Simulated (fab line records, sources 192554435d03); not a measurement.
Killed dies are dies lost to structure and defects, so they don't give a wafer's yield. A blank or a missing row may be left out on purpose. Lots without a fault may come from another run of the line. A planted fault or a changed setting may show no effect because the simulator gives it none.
Chamber matching | flow n5_finfet | N5_BEOL_M0_STRIP_140 on rie_diel-02: 4 sister chambers
The step strips in CF4. 8 wafers are shown with their chamber, then 10 later ones without.

WAFERS WITH THEIR CHAMBER
wafer  | chamber | showerhead_plenum_p_Torr (Torr) | drypump_motor_current_A (A)
L081.1 | 3       | 1.83                            | 5.1
L081.5 | 0       | 1.75                            | 5.2
L081.6 | 1       | 1.81                            | 6.1
L089.1 | 0       | 1.75                            | 5.2
L089.2 | 2       | 1.74                            | 5.7
L089.6 | 2       | 1.74                            | 5.7
L092.2 | 1       | 1.80                            | 6.2
L092.4 | 3       | 1.82                            | 5.1

WAFERS WITHOUT THEIR CHAMBER
wafer  | showerhead_plenum_p_Torr (Torr) | drypump_motor_current_A (A)
L092.5 | 1.82                            | 5.1
L094.3 | 1.73                            | 5.7
L094.5 | 1.73                            | 5.7
L094.6 | 1.82                            | 5.1
L095.3 | 1.82                            | 5.1
L095.5 | 1.74                            | 5.3
L095.6 | 1.80                            | 6.1
L096.1 | 1.80                            | 6.2
L096.4 | 1.74                            | 5.2
L096.5 | 1.80                            | 6.1

WHICH CHAMBER EACH WENT THROUGH
wafer  | from the rows above | in truth
L092.5 | 3                   | 3
L094.3 | 2                   | 2
L094.5 | 2                   | 2
L094.6 | 3                   | 3
L095.3 | 3                   | 3
L095.5 | 0                   | 0
L095.6 | 1                   | 1
L096.1 | 1                   | 1
L096.4 | 0                   | 0
L096.5 | 1                   | 1
Placed correctly: 10 of 10. Can't be placed from these rows: 0. Placed wrongly: 0.
How it was worked out, from the rows above alone: a wafer's distance from a chamber is the root of the sum, over the readings, of the square of ((its reading less the chamber's mean) divided by the reading's scatter). The wafer belongs to the nearest chamber; if the next one is less than 2 further off, it can't be placed. A chamber's mean is the mean of its shown wafers. The scatter: the root of (the sum of the squares of (reading less its chamber's mean) over the shown wafers, divided by (wafers less chambers)).
